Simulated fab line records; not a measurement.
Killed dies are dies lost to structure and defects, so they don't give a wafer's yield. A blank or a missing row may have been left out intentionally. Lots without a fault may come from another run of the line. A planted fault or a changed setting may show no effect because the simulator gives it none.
fab line records -- flow nand-harc
[record] lots = 7, wafers = 21, last-day = 22
route steps=1159 shown A_CONTACT@920 END@1159
lots untouched by any fault: they come from a run of this same line in which no faults occurred
start-h: start of the lot's first displayed wafer, in hours after the record's first day -- wait-h: time in hours since the lot's previous step -- " repeats the value in the row above -- L1.1+2: a row that stands for several wafers -- - either no value or no given start -- * or withheld: withheld -- < > ~ a bound
route shown NAME@n: names a module that has steps shown in the file, with the first one's number in the route -- usual: mean/standard deviation taken from wafers without a fault -- same: alike in all rows -- chamber/n: place in a boat -- sites: per-site readings -- _std_site: the standard deviation of these -- _edge_site: outer sites' mean less inner sites' -- radius-mm: how far each site lies from the wafer's centre -- mask NAME#n: copy n -- behind: the most recent tool/chamber to have shaped the wafer -- hold: what put the lot on hold/how long, in hours/how the hold closed -- device: whichever transistor did not switch (one of n, p or np) -- end of line: tests of these same wafers at the route's end -- where a step has no rows: the recipe by itself -- killed: not the wafer's yield, but the dies lost to structure and defects at the first sort -- map: shows each die of a wafer: x if killed, . if not, _ if none is there
set.NAME: the run value of the setting; set.NAME@STEP: its run value at that earlier step -- model.NAME: the simulator's own value behind a step, which no gauge read
lots at selected steps of the route; one table per step, one row per wafer
services: from which hour (start-h, from the record's first day; less than 0 if before it) a tool's chamber was out of use, for how many hours, and why
[[steps]]
[step NHARC_A_CONTACT_ETCH_106]
[recipe] target-depth-a = 600, overetch-a = 60, time-s = 33, ion-energy-ev = 100, cf4-flow-sccm = 80, o2-flow-sccm = 20, ar-flow-sccm = 0, rf-w = 300, bias-w = 100, chemistry = CF4/O2
[usual] drypump-motor-current-A = 5.5/0.37, oes-product-au = 0.999/0.008, rf-vpp-V = 197.2/1.7, showerhead-plenum-p-Torr = 1.31/0.068, throttle-valve-pct = 13.397/0.0089
lot.wafer,tool,chamber,start-h,wait-h,drypump-motor-current-A,oes-product-au,rf-hours-counter-h,rf-vpp-V,showerhead-plenum-p-Torr,throttle-valve-pct
L952.2,rie-diel-10,3,382.38,0.1,5.4,1.004,7,198.9,1.35,13.390
L952.1,rie-diel-10,1,382.38,0.1,5.3,0.999,7,198.2,1.38,13.387
L952.5,rie-diel-10,2,382.38,0.1,5.7,1.006,-,196.0,1.24,13.397
L953.3,rie-diel-09,0,388.80,0.1,5.4,0.994,41,200.3,1.44,13.386
L953.2,rie-diel-09,3,388.80,0.1,5.4,1.000,47,197.7,1.34,13.384
L953.5,rie-diel-09,0,388.80,0.1,5.4,1.005,-,199.3,1.44,13.382
L960.3,rie-diel-11,2,434.92,0.3,5.8,0.988,9,197.8,1.25,13.394
L960.6,rie-diel-11,0,434.92,0.3,5.2,1.004,-,199.5,1.38,13.394
L960.5,rie-diel-11,1,434.92,0.3,5.6,1.010,-,194.7,1.24,13.399
L961.3,rie-diel-11,3,435.90,0.3,5.2,0.989,8,194.8,1.24,13.394
L961.2,rie-diel-11,1,435.90,0.3,5.6,0.995,9,195.3,1.24,13.394
L961.6,rie-diel-11,3,435.90,0.3,5.2,1.008,-,194.1,1.24,13.401
L957.2,rie-diel-10,3,439.26,0.1,5.4,1.014,27,198.0,1.35,13.399
L957.1,rie-diel-10,0,439.26,0.1,5.3,1.013,29,199.2,1.34,13.410
L957.5,rie-diel-10,3,439.26,0.1,5.4,1.007,-,199.5,1.35,13.380
L965.2,rie-diel-11,0,448.40,0.1,5.2,0.999,13,200.2,1.38,13.403
L965.4,rie-diel-11,1,448.40,0.1,5.7,0.998,13,194.5,1.23,13.393
L965.6,rie-diel-11,3,448.40,0.1,5.2,1.003,-,195.2,1.24,13.401
L969.4,rie-diel-09,0,477.26,0.1,5.3,0.993,15,198.7,1.43,13.407
L969.1,rie-diel-09,2,477.26,0.1,6.4,0.990,12,199.1,1.36,13.398
L969.5,rie-diel-09,0,477.26,0.1,5.3,0.995,-,201.0,1.43,13.385
[step NHARC_A_CONTACT_STRIP_82]
[recipe] o2-flow-sccm = 500, ar-flow-sccm = 0, bias-w = 0, chemistry = O2
[usual] drypump-motor-current-A = 5.5/0.4, oes-product-au = 0.998/0.008, rf-vpp-V = 57.6/1, showerhead-plenum-p-Torr = 3.45/0.17, throttle-valve-pct = 17.038/0.0086
lot.wafer,tool,chamber,start-h,wait-h,drypump-motor-current-A,oes-product-au,rf-hours-counter-h,rf-vpp-V,showerhead-plenum-p-Torr,throttle-valve-pct
L952.1,rie-diel-10,2,-,-,5.7,1.003,8,56.4,3.30,17.037
L952.2,rie-diel-10,0,-,-,5.4,1.015,6,58.4,3.55,17.041
L952.5,rie-diel-10,2,-,-,5.7,1.006,-,56.5,3.30,17.036
L953.2,rie-diel-09,1,-,-,5.0,0.992,42,56.8,3.37,17.045
L953.3,rie-diel-09,3,-,-,5.4,0.985,47,58.6,3.55,17.033
L953.5,rie-diel-09,2,-,-,6.4,0.994,-,56.8,3.61,17.031
L960.3,rie-diel-11,3,-,-,5.2,1.004,8,56.6,3.28,17.044
L960.6,rie-diel-11,1,-,-,5.6,1.015,-,56.8,3.28,17.021
L960.5,rie-diel-11,2,-,-,5.9,0.992,-,57.0,3.30,17.042
L961.2,rie-diel-11,2,-,-,5.8,0.983,9,57.1,3.30,17.045
L961.3,rie-diel-11,0,-,-,5.2,0.990,9,59.1,3.63,17.054
L961.6,rie-diel-11,3,-,-,5.2,1.002,-,55.6,3.28,17.042
L957.1,rie-diel-10,3,-,-,5.4,1.012,27,56.3,3.56,17.049
L957.2,rie-diel-10,0,-,-,5.4,1.010,29,58.0,3.54,17.035
L957.5,rie-diel-10,2,-,-,5.7,1.002,-,56.2,3.29,17.027
L965.4,rie-diel-11,0,-,-,5.2,1.008,13,57.4,3.63,17.034
L965.2,rie-diel-11,3,-,-,5.2,1.004,12,56.3,3.28,17.041
L965.6,rie-diel-11,1,-,-,5.7,1.004,-,57.4,3.27,17.036
L969.4,rie-diel-09,3,-,-,5.4,1.012,14,59.1,3.53,17.045
L969.1,rie-diel-09,0,-,-,5.4,1.001,15,58.0,3.76,17.030
L969.5,rie-diel-09,2,-,-,6.4,0.993,-,56.5,3.60,17.031
[step NHARC_A_CONTACT_STRIP_83]
[recipe] time-s = 600, temp-c = 30, chemistry = post-etch-residue-remover
[step NHARC_A_CONTACT_DEP_84]
[recipe] target-thk-a = 20000, temp-c = 400, material = aC
[usual] throttle-valve-pct = 35.000/0.01
lot.wafer,tool,chamber,start-h,wait-h,throttle-valve-pct
L952.1,acl-dep-02,0,383.35,-,34.982
L952.2,acl-dep-02,0,383.35,-,34.995
L952.5,acl-dep-02,0,383.35,-,34.981
L953.2,acl-dep-01,0,391.02,-,35.011
L953.3,acl-dep-01,0,391.02,-,35.000
L953.5,acl-dep-01,0,391.02,-,34.991
L960.3,acl-dep-03,0,438.80,-,34.990
L960.5,acl-dep-03,0,438.80,-,34.992
L960.6,acl-dep-03,0,438.80,-,34.993
L961.2,acl-dep-02,0,439.28,-,34.992
L961.3,acl-dep-02,0,439.28,-,35.006
L961.6,acl-dep-02,0,439.28,-,35.004
L957.1,acl-dep-01,0,440.53,-,35.000
L957.2,acl-dep-01,0,440.53,-,35.015
L957.5,acl-dep-01,0,440.53,-,35.004
L965.2,acl-dep-03,0,449.25,-,35.001
L965.4,acl-dep-03,0,449.25,-,34.987
L965.6,acl-dep-03,0,449.25,-,35.001
L969.1,acl-dep-03,0,479.89,-,34.998
L969.4,acl-dep-03,0,479.89,-,34.996
L969.5,acl-dep-03,0,479.89,-,35.006
[step NHARC_A_CONTACT_DEP_85]
[recipe] target-thk-a = 500, target-thk-nm = 50, temp-c = 400, pressure-torr = 3.5, flow-sccm = 200, rf-w = 350, material = SiON
[usual] heater-power-w = 738/110
lot.wafer,tool,chamber,start-h,wait-h,heater-power-w
L952.1,pecvd-02,1,385.12,1.6,771
L952.2,pecvd-02,2,385.12,1.6,651
L952.5,pecvd-02,1,385.12,1.6,753
L953.3,pecvd-04,0,392.08,0.6,637
L953.2,pecvd-04,2,392.08,0.6,808
L953.5,pecvd-04,2,392.08,0.6,818
L960.3,pecvd-04,1,439.66,0.7,590
L960.6,pecvd-04,2,439.66,0.7,678
L960.5,pecvd-04,0,439.66,0.7,641
L961.3,pecvd-04,1,440.37,0.7,581
L961.2,pecvd-04,2,440.37,0.7,746
L961.6,pecvd-04,2,440.37,0.7,767
L957.1,pecvd-04,0,441.79,1.1,605
L957.2,pecvd-04,2,441.79,1.1,790
L957.5,pecvd-04,0,441.79,1.1,613
L965.2,pecvd-01,2,450.30,0.8,966
L965.4,pecvd-01,2,450.30,0.8,985
L965.6,pecvd-01,0,450.30,0.8,672
L969.1,pecvd-02,2,481.20,1.1,710
L969.4,pecvd-02,2,481.20,1.1,707
L969.5,pecvd-02,0,481.20,1.1,644
[step NHARC_A_CONTACT_DEHYDRATE_00]
[recipe] temp-c = 150, time-s = 120
[step NHARC_A_CONTACT_HMDS_01]
[recipe] time-s = 30
[step NHARC_A_CONTACT_COAT_86]
[recipe] temp-c = 260, time-s = 75
[step NHARC_A_CONTACT_COAT_87]
[recipe] temp-c = 225, time-s = 65
[step NHARC_A_CONTACT_COAT_02]
[recipe] spin-rpm = 1500, resist-thk-nm = 90
[step NHARC_A_CONTACT_SOFTBAKE_03]
[recipe] temp-c = 105, time-s = 55
[step NHARC_A_CONTACT_EBR_04]
[step NHARC_A_CONTACT_EXPOSE_05]
[recipe] na = 1.35, sigma-outer = 0.8, dose-mj = 84.24, mask-id = A_CC
[usual] exposure-dose-mJ-cm2 = 84.18/0.084, focus-offset-nm = 0.0/0.46, stage-vel-mm-s = 499.97/0.25
lot.wafer,tool,chamber,start-h,wait-h,mask,exposure-dose-mJ-cm2,focus-offset-nm,stage-vel-mm-s
L952.1,arfi-scanner-02,0,385.79,-,A_CC#0,84.12,-0.6,499.81
L952.2,arfi-scanner-02,0,385.79,-,A_CC#0,84.15,-0.5,500.04
L952.5,arfi-scanner-02,0,385.79,-,A_CC#0,84.13,-0.4,500.00
L953.2,arfi-scanner-03,0,392.55,-,A_CC#0,84.27,0.3,499.88
L953.3,arfi-scanner-03,0,392.55,-,A_CC#0,84.10,0.0,500.30
L953.5,arfi-scanner-03,0,392.55,-,A_CC#0,84.31,-0.3,500.61
L960.3,arfi-scanner-03,0,440.13,-,A_CC#0,55.97,-0.2,500.10
L960.5,arfi-scanner-03,0,440.13,-,A_CC#0,56.09,-0.3,499.51
L960.6,arfi-scanner-03,0,440.13,-,A_CC#0,56.04,-0.5,499.66
L961.2,arfi-scanner-03,0,442.38,-,A_CC#0,61.67,0.3,500.30
L961.3,arfi-scanner-03,0,442.38,-,A_CC#0,61.64,0.3,500.01
L961.6,arfi-scanner-03,0,442.38,-,A_CC#0,61.61,0.1,500.04
L957.1,arfi-scanner-03,0,442.40,-,A_CC#0,61.48,0.3,499.75
L957.2,arfi-scanner-03,0,442.40,-,A_CC#0,61.66,-0.1,499.71
L957.5,arfi-scanner-03,0,442.40,-,A_CC#0,61.56,-0.9,499.90
L965.2,arfi-scanner-01,0,450.77,-,A_CC#0,84.25,-0.6,499.79
L965.4,arfi-scanner-01,0,450.77,-,A_CC#0,84.11,-0.3,499.68
L965.6,arfi-scanner-01,0,450.77,-,A_CC#0,84.14,-1.2,499.90
L969.1,arfi-scanner-02,0,481.78,-,A_CC#0,84.16,0.1,499.84
L969.4,arfi-scanner-02,0,481.78,-,A_CC#0,84.26,0.7,500.40
L969.5,arfi-scanner-02,0,481.78,-,A_CC#0,84.32,0.6,500.30
[step NHARC_A_CONTACT_PEB_06]
[recipe] peb-temp-c = 100, peb-time-s = 65
[step NHARC_A_CONTACT_DEVELOP_07]
[recipe] develop-time-s = 35, dev-temp-c = 23
[step NHARC_A_CONTACT_CD_MEAS_08]
[recipe] target-cd-nm = 100, landing-energy-ev = 500
[usual] cd-nm = 99.8/0.51
lot.wafer,tool,chamber,start-h,wait-h,hold,cd-nm
L952.1,cd-sem-02,0,385.93,-,-,100.0
L952.2,cd-sem-02,0,385.93,-,-,99.4
L952.5,cd-sem-02,0,385.93,-,-,100.3
L953.2,cd-sem-03,0,392.69,-,-,98.4
L953.3,cd-sem-03,0,392.69,-,-,98.8
L953.5,cd-sem-03,0,392.69,-,-,99.8
L960.3,cd-sem-02,0,440.27,-,await-dispo/0.2h/release,77.3
L960.5,cd-sem-02,0,440.27,-,await-dispo/0.2h/release,76.9
L960.6,cd-sem-02,0,440.27,-,await-dispo/0.2h/release,76.1
L960.3,cd-sem-02,0,-,-,-,77.2
L960.5,cd-sem-02,0,-,-,-,76.5
L960.6,cd-sem-02,0,-,-,-,76.3
L961.2,cd-sem-02,0,442.52,-,await-dispo/0.2h/release,82.2
L961.3,cd-sem-02,0,442.52,-,await-dispo/0.2h/release,82.2
L961.6,cd-sem-02,0,442.52,-,await-dispo/0.2h/release,81.9
L961.2,cd-sem-02,0,-,-,-,81.8
L961.3,cd-sem-02,0,-,-,-,81.8
L961.6,cd-sem-02,0,-,-,-,82.2
L957.1,cd-sem-01,0,442.55,-,await-dispo/0.2h/release,81.9
L957.2,cd-sem-01,0,442.55,-,await-dispo/0.2h/release,81.1
L957.5,cd-sem-01,0,442.55,-,await-dispo/0.2h/release,81.8
L957.1,cd-sem-01,0,-,-,-,82.2
L957.2,cd-sem-01,0,-,-,-,81.4
L957.5,cd-sem-01,0,-,-,-,82.2
L965.2,cd-sem-03,0,450.91,-,-,100.1
L965.4,cd-sem-03,0,450.91,-,-,100.3
L965.6,cd-sem-03,0,450.91,-,-,100.4
L969.1,cd-sem-03,0,481.92,-,-,100.2
L969.4,cd-sem-03,0,481.92,-,-,99.4
L969.5,cd-sem-03,0,481.92,-,-,100.2
[step NHARC_A_CONTACT_OVL_MEAS_09]
[usual] overlay-x-nm = -0.3/0.97, overlay-y-nm = -0.1/1.1
lot.wafer,tool,chamber,start-h,wait-h,hold,overlay-x-nm,overlay-y-nm
L952.1,overlay-02,-,386.02,-,-,-1.1,0.4
L952.2,overlay-02,-,386.02,-,-,-0.9,0.5
L952.5,overlay-02,-,386.02,-,-,-0.8,0.0
L953.2,overlay-02,-,392.77,-,-,0.2,1.4
L953.3,overlay-02,-,392.77,-,-,0.4,2.2
L953.5,overlay-02,-,392.77,-,-,0.2,1.8
L957.1,overlay-01,-,443.71,-,await-dispo/0.9h/release,0.1,1.3
L957.2,overlay-01,-,443.71,-,await-dispo/0.9h/release,0.7,0.5
L957.5,overlay-01,-,443.71,-,await-dispo/0.9h/release,-0.1,0.5
L961.2,overlay-02,-,447.54,-,await-dispo/4.8h/release,2.2,-0.7
L961.3,overlay-02,-,447.54,-,await-dispo/4.8h/release,2.2,-0.5
L961.6,overlay-02,-,447.54,-,await-dispo/4.8h/release,2.3,-0.7
L965.2,overlay-01,-,451.00,-,-,-0.9,-0.3
L965.4,overlay-01,-,451.00,-,-,-0.7,0.3
L965.6,overlay-01,-,451.00,-,-,-0.1,-0.2
L969.1,overlay-02,-,482.01,-,-,-0.1,1.2
L969.4,overlay-02,-,482.01,-,-,-0.5,1.5
L969.5,overlay-02,-,482.01,-,-,-0.2,1.9
[step NHARC_END_SORT_01]
[recipe] temp-c = 25
[usual] killed-at-array = 25/9.5, killed-at-other = 0.8/1.2, killed-at-periphery = 3.4/2.2, killed-dies = 29/10, killed-open = 3.3/1.8, killed-short = 2.1/1.4
[same] gross-dies = 677
lot.wafer,tool,chamber,start-h,wait-h,killed-at-array,killed-at-other,killed-at-periphery,killed-dies,killed-open,killed-short
L952.1,prober-02,0,449.49,2.6,23,0,3,26,2,4
L952.2,prober-02,0,450.29,2.9,22,0,2,24,5,2
L952.5,prober-02,0,452.70,3.7,14,0,6,20,4,2
L953.2,prober-01,0,458.00,2.8,14,0,0,14,2,1
L953.3,prober-01,0,458.82,3.2,11,1,3,15,2,3
L953.5,prober-01,0,460.45,3.8,14,3,1,18,4,1
L957.1,prober-01,0,495.30,2.5,8,0,2,10,5,2
L957.2,prober-01,0,496.09,2.8,9,1,0,10,2,2
L957.5,prober-01,0,498.47,3.7,15,0,3,18,9,3
L965.2,prober-02,0,511.78,2.8,18,0,4,22,1,3
L965.4,prober-02,0,513.40,3.4,17,2,1,20,3,2
L965.6,prober-02,0,515.02,4.1,22,0,4,26,2,2
L961.2,prober-01,0,523.71,2.8,24,0,5,29,3,1
L961.3,prober-01,0,524.51,3.1,27,0,2,29,2,0
L961.6,prober-01,0,526.91,4.0,24,0,4,28,1,3
L969.1,prober-01,0,535.32,2.5,28,2,2,32,7,3
L969.4,prober-01,0,537.71,3.4,16,0,4,20,1,2
L969.5,prober-01,0,538.50,3.7,18,0,3,21,4,4
// killed by level:class
L952.1 A_SLIT:chamber-film-flake=10 A_STAIRCASE:chamber-film-flake=4 A_CONTACT:chamber-film-flake=4 P_M0:geometric-particle:open=1 A_ONON_D1:geometric-particle:short=1 A_CHANNEL_HOLE_D1:geometric-particle:open=1 A_SGD_CUT:geometric-particle:short=1 A_M0:geometric-particle:short=1
L952.2 A_SLIT:chamber-film-flake=8 A_STAIRCASE:chamber-film-flake=5 A_WL_FILL:geometric-particle:open=2 A_CHANNEL_FILL_D1:chamber-film-flake=2 P_M1:geometric-particle:open=1 A_ONON_D1:geometric-particle:open=1 A_CHANNEL_FILL_D1:geometric-particle:short=1 A_WL_FILL:geometric-particle:short=1
L952.5 A_SLIT:chamber-film-flake=7 P_CONTACT:geometric-particle:open=2 A_CHANNEL_HOLE_D1:chamber-film-flake=2 A_CONTACT:chamber-film-flake=2 P_CONTACT:geometric-particle:short=1 P_M2:geometric-particle:open=1 A_CHANNEL_FILL_D1:geometric-particle:short=1 A_WL_FILL:geometric-particle:open=1
L953.2 A_CONTACT:chamber-film-flake=5 A_CONTACT:geometric-particle:open=2 A_CHANNEL_HOLE_D1:chamber-film-flake=2 A_SLIT:chamber-film-flake=2 A_CONTACT:geometric-particle:short=1 A_STAIRCASE:chamber-film-flake=1 A_WL_FILL:chamber-film-flake=1
L953.3 A_CONTACT:chamber-film-flake=5 P_CONTACT:geometric-particle:short=1 A_CHANNEL_HOLE_D1:geometric-particle:short=1 A_CONTACT:geometric-particle:open=1 A_M0:geometric-particle:open=1 A_M0:geometric-particle:short=1 P_GATE:chamber-film-flake=1 P_M1:chamber-film-flake=1
L953.5 A_CONTACT:chamber-film-flake=4 HYBRID_BOND:chamber-film-flake=3 A_CHANNEL_HOLE_D1:chamber-film-flake=2 A_STAIRCASE:chamber-film-flake=2 A_WL_FILL:geometric-particle:short=1 A_WL_FILL:geometric-particle:open=1 A_CONTACT:geometric-particle:open=1 A_BLC:geometric-particle:open=1
L957.1 A_M0:geometric-particle:open=3 P_M0:geometric-particle:open=2 A_CHANNEL_HOLE_D1:chamber-film-flake=2 A_ONON_D1:geometric-particle:short=1 A_SGD_CUT:geometric-particle:short=1 A_WL_FILL:chamber-film-flake=1
L957.2 A_CHANNEL_HOLE_D1:chamber-film-flake=4 A_SLIT:geometric-particle:short=1 A_CONTACT:geometric-particle:open=1 A_CONTACT:geometric-particle:short=1 A_BLC:geometric-particle:open=1 A_CONTACT:chamber-film-flake=1 THIN_TSV:chamber-film-flake=1
L957.5 A_CONTACT:geometric-particle:open=3 A_CHANNEL_HOLE_D1:chamber-film-flake=3 A_ONON_D1:geometric-particle:open=2 P_ZERO_WELL:chamber-film-flake=2 P_CONTACT:geometric-particle:open=1 A_ONON_D1:geometric-particle:short=1 A_SLIT:geometric-particle:open=1 A_WL_FILL:geometric-particle:short=1
L965.2 A_SLIT:chamber-film-flake=10 P_STI:chamber-film-flake=2 P_GATE:chamber-film-flake=2 A_CHANNEL_HOLE_D1:chamber-film-flake=2 A_CONTACT:chamber-film-flake=2 A_CHANNEL_HOLE_D1:geometric-particle:short=1 A_CHANNEL_FILL_D1:geometric-particle:open=1 A_CHANNEL_FILL_D1:geometric-particle:short=1
L965.4 A_SLIT:chamber-film-flake=7 A_WL_FILL:geometric-particle:short=2 A_CONTACT:chamber-film-flake=2 HYBRID_BOND:latent=2 A_CHANNEL_FILL_D1:geometric-particle:open=1 A_WL_FILL:geometric-particle:open=1 A_M1:geometric-particle:open=1 P_STI:chamber-film-flake=1
L965.6 A_SLIT:chamber-film-flake=13 P_M0:chamber-film-flake=2 A_CHANNEL_HOLE_D1:chamber-film-flake=2 A_STAIRCASE:chamber-film-flake=2 A_CONTACT:chamber-film-flake=2 P_M0:geometric-particle:open=1 A_ONON_D1:geometric-particle:short=1 A_CONTACT:geometric-particle:short=1
L961.2 A_CHANNEL_HOLE_D1:chamber-film-flake=16 P_CONTACT:chamber-film-flake=4 A_CONTACT:chamber-film-flake=3 P_M0:geometric-particle:open=1 A_CONTACT:geometric-particle:open=1 A_M0:geometric-particle:open=1 A_M0:geometric-particle:short=1 A_STAIRCASE:chamber-film-flake=1
L961.3 A_CHANNEL_HOLE_D1:chamber-film-flake=20 A_CONTACT:chamber-film-flake=4 P_CONTACT:chamber-film-flake=2 A_ONON_D1:geometric-particle:open=1 A_SGD_CUT:chamber-film-flake=1 A_CONTACT:geometric-particle:open=1
L961.6 A_CHANNEL_HOLE_D1:chamber-film-flake=18 P_CONTACT:chamber-film-flake=2 A_CONTACT:chamber-film-flake=2 P_CONTACT:geometric-particle:short=1 A_CHANNEL_HOLE_D1:geometric-particle:short=1 A_SGD_CUT:geometric-particle:short=1 A_CONTACT:geometric-particle:open=1 P_STI:chamber-film-flake=1
L969.1 A_SLIT:chamber-film-flake=15 A_CONTACT:geometric-particle:open=5 A_CHANNEL_HOLE_D1:chamber-film-flake=2 A_STAIRCASE:chamber-film-flake=2 THIN_TSV:chamber-film-flake=2 P_CONTACT:geometric-particle:short=1 P_M1:geometric-particle:open=1 A_ONON_D1:geometric-particle:open=1
L969.4 A_SLIT:chamber-film-flake=9 A_CONTACT:chamber-film-flake=3 P_GATE:chamber-film-flake=2 A_CHANNEL_HOLE_D1:chamber-film-flake=2 P_GATE:geometric-particle:short=1 A_CONTACT:geometric-particle:open=1 A_BLC:geometric-particle:short=1 P_STI:chamber-film-flake=1
L969.5 A_SLIT:chamber-film-flake=7 A_CHANNEL_HOLE_D1:chamber-film-flake=2 P_CONTACT:geometric-particle:open=1 A_ONON_D1:geometric-particle:short=1 A_CHANNEL_FILL_D1:geometric-particle:open=1 A_WL_FILL:geometric-particle:short=1 A_CONTACT:geometric-particle:short=1 A_BLC:geometric-particle:open=1
[[services]]
tool,chamber,start-h,hours,kind
pecvd-01,0,363.24,29.6,repair
rie-diel-11,-,366.50,9.0,pm
rie-diel-11,0,366.50,9.0,vent-cycle
rie-diel-11,1,366.50,9.0,vent-cycle
rie-diel-11,2,366.50,9.0,vent-cycle
rie-diel-11,3,366.50,9.0,vent-cycle
pecvd-04,1,367.63,4.7,repair
arfi-scanner-01,-,368.00,4.0,pm
rie-diel-11,0,375.50,-,clean
pecvd-04,-,376.42,13.0,pm
rie-diel-11,3,384.36,7.9,repair
arfi-scanner-01,-,387.58,1.2,repair
arfi-scanner-02,-,400.90,0.9,repair
acl-dep-03,-,405.94,13.0,pm
pecvd-01,-,418.11,13.0,pm
rie-diel-10,-,424.08,0.6,repair
arfi-scanner-02,-,428.01,4.0,pm
rie-diel-09,-,431.17,9.0,pm
arfi-scanner-02,-,440.90,1.5,repair
arfi-scanner-03,-,444.09,39.4,repair
rie-diel-09,2,454.39,10.1,repair
arfi-scanner-02,-,455.96,1.2,repair
rie-diel-10,3,470.73,5.4,repair
acl-dep-01,-,475.40,13.0,pm
[[key]]
[first-sign] step = NHARC_A_CONTACT_EXPOSE_05, reading = exposure-dose-mJ-cm2, direction = down, sigmas = 99+, usual = 84.18, struck = 59.74
[effect] step = NHARC_A_CONTACT_CD_MEAS_08, reading = visit, direction = added, through = control-loop
[effect] step = NHARC_A_CONTACT_CD_MEAS_08, reading = cd-nm, direction = down, sigmas = 38, usual = 99.8, struck = 80.2, through = control-loop
met-at NHARC_A_CONTACT_EXPOSE_05
struck-wafers L957.1,L957.2,L957.5,L960.3,L960.5,L960.6,L961.2,L961.3,L961.6
scrapped-behind NHARC_A_CONTACT_CD_MEAS_08 L960.3,L960.5,L960.6
tester-left-out L957,L961
[loop-trim] step = NHARC_A_CONTACT_EXPOSE_05, setting = dose, lots = L957,L961
onset-between 392.55 440.13
[fault] kind = process-parameter-drift, tool = arfi-scanner-03, chamber = -, onset-h = 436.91, steps = NHARC_A_CONTACT_EXPOSE_05, channel = dose-mj, offset = -28.149, shape = step, acts-in = these-recipes-only, stated = 84.24
// tester-left-out: of these lots the tester's yield and bins aren't shown, on N5 and GAA mostly nor the transistor test; their killed dies are dies lost to structure and defects alone, not to doping, threshold or leakage, so they don't give the yield
// loop-trim: a control loop set the setting to another value than it would have without faults
